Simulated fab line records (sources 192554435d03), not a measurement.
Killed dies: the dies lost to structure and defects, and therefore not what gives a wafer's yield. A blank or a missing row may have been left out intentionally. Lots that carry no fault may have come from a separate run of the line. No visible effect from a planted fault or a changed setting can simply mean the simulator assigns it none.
Matching of chambers    flow n5-finfet    N5_SPACER0_ALD_08 on ald-sin-02 has 4 sister chambers
The step deposits SiNx, target thk 2 nm. 14 wafers are shown with their chamber, then 7 later ones without.

== EACH WAFER AND ITS CHAMBER ==
wafer   chamber  heater-power-w (W)
L079.2  3        845
L079.3  0        852
L079.6  0        846
L086.2  0        806
L086.4  3        831
L086.5  0        803
L087.2  3        851
L087.3  1        825
L087.6  1        841
L092.2  2        1081
L092.3  1        827
L092.6  3        858
L094.1  3        841
L094.2  1        830

SIGNATURES, as means of the wafers listed above
reading         chamber 0  chamber 1  chamber 2  chamber 3  scatter within a chamber
heater-power-w  826.75     830.75     1081.00    845.20     16
Rule: distance of a wafer from a chamber = root of the sum over the readings of ((wafer's reading minus chamber's mean) / reading's scatter) squared. If the next closest chamber is less than 2 further off than the closest, the wafer can't be placed; otherwise it belongs to the closest. The scatter: take each reading less its chamber's mean, square it, sum over the shown wafers, divide by the number of wafers less the number of chambers, and take the root.

== WAFERS MISSING THEIR CHAMBER ==
wafer   heater-power-w (W)
L094.6  870
L096.2  795
L096.5  814
L096.6  852
L097.4  822
L097.5  1083
L097.6  809

== WHICH CHAMBER EACH ONE RAN IN ==
wafer   from the rows above           in truth
L094.6  can't be placed: 3 or 1 or 0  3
L096.2  can't be placed: 0 or 1 or 3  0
L096.5  can't be placed: 0 or 1 or 3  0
L096.6  can't be placed: 3 or 1 or 0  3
L097.4  can't be placed: 0 or 1 or 3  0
L097.5  2                             2
L097.6  can't be placed: 0 or 1 or 3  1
Correct placement for 1 of the 7. From these rows, 6 cannot be placed; in 6 the true chamber is one of the candidates. Wrongly placed: 0.
